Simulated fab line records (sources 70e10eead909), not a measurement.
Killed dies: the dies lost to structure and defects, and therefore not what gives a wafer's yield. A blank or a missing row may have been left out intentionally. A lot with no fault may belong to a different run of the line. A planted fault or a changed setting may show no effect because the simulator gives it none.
Comparing a struck lot with a sound one    flow nand harc    14 out of 1302 route steps
Sound: the wafers L597.3, L597.4, L597.5. Struck: wafer L589.3 (L589.1, L589.6, from the same lot, were not struck and are left out); the cause is given at the end.
Order at every step that has rows: each side's tool, ch and its chambers, its first start. Under that, the readings that differ: sound wafers    struck wafers    difference of the means    sigmas: that difference in standard deviations of wafers without a fault.
alike: readings whose means differ by less than 2 such deviations, and words and numbers that are the same on both sides. not compared: withheld readings, readings that some wafer has no value for, bounds like >300 that may hide the same value, and numbers for which the record gives no deviation and whose values overlap.
The two part at a step that has a row with sigmas, a row that says differs or no value, or rows on one side only. Numbers that have no deviation but don't overlap get no sigmas and don't part them. A reading that every wafer of one side lacks parts them only if that side has two wafers or more.

NHARC_A_CHANNEL_FILL_D2_ALD_16: deposits SiO2, target thk 1.5 nm, pulse time 10 s, ald cycles 15.
  sound on ald hk-02 ch 0,1, day 21 04:15; struck on ald hk-02 ch 0, day 18 07:10
  alike: heater power w, precursor pulse height rel
then, 2 steps without rows for these wafers: NHARC_A_CHANNEL_FILL_D2_ANNEAL_17 (time 1800 s); NHARC_A_CHANNEL_FILL_D2_CVD_18 (deposits poly-Si, target thk 3 nm).
NHARC_A_CHANNEL_FILL_D2_ETCHBACK_19: etches the open film in HBr/Cl2, target depth 5 nm, time 1.7 s.
  sound on rie si-04 ch 1,2, day 21 16:56; struck on rie si-03 ch 3, day 18 20:55
  alike: drypump motor current A, oes product au, throttle valve pct
  not compared: rf hours counter h
NHARC_A_CHANNEL_FILL_D2_ETCHBACK_20: etches the open film in C4F8/O2/Ar, target depth 27 nm, time 13.5 s.
  sound on rie diel-11 ch 2,3, day 21 17:04; struck on rie diel-12 ch 0, day 18 21:02
reading           sound           struck  difference  sigmas
run length s (s)  34.6 34.2 34.3  35.4    +1.0        +3
  alike: oes product au, rf vpp V
  not compared: rf hours counter h
NHARC_A_CHANNEL_FILL_D2_STRIP_28: strips in O2, time 20 s.
  sound on rie diel-11 ch 0,1,2, day 21 17:10; struck on rie diel-12 ch 1, day 18 21:08
  alike: drypump motor current A, mfc ar sccm, oes product au, rf vpp V, showerhead plenum p Torr, throttle valve pct
  not compared: rf hours counter h
then, 4 steps without rows for these wafers: NHARC_A_CHANNEL_FILL_D2_PRECLEAN_21 (cleans in dHF, time 30 s); NHARC_A_CHANNEL_FILL_D2_SRD_23; NHARC_A_CHANNEL_FILL_D2_CVD_05 (deposits poly-Si, target thk 5 nm); NHARC_A_CHANNEL_FILL_D2_ANNEAL_22 (time 7200 s).
NHARC_A_CHANNEL_FILL_D2_ALD_25: deposits SiOx, target thk 60 nm, pulse time 10 s, ald cycles 600.
  sound on ald hk-01 ch 1,3, day 22 07:23; struck on ald hk-02 ch 3, day 19 09:02
  alike: heater power w, precursor pulse height rel
NHARC_A_CHANNEL_FILL_D2_ETCHBACK_08: etches the open film in C4F8, target depth 220 nm, time 110 s.
  sound on rie diel-08 ch 2,3, day 22 12:25; struck on rie diel-11 ch 0, day 19 14:42
reading           sound              struck  difference  sigmas
run length s (s)  130.9 131.5 130.8  149.5   +18.4       +58
  alike: oes product au, rf vpp V
  not compared: rf hours counter h
then, 1 step without rows for these wafers: NHARC_A_CHANNEL_FILL_D2_STRIP_29 (strips in O2, time 20 s).
NHARC_END_SORT_01:
  the record has rows for the sound wafers here (prober-02 ch 0, day 31 12:26) and none for the struck ones

## WHERE THEY PART
Last at NHARC_END_SORT_01 as far as this record goes, first at NHARC_A_CHANNEL_FILL_D2_ETCHBACK_20.

WHY: whatever the simulator had introduced
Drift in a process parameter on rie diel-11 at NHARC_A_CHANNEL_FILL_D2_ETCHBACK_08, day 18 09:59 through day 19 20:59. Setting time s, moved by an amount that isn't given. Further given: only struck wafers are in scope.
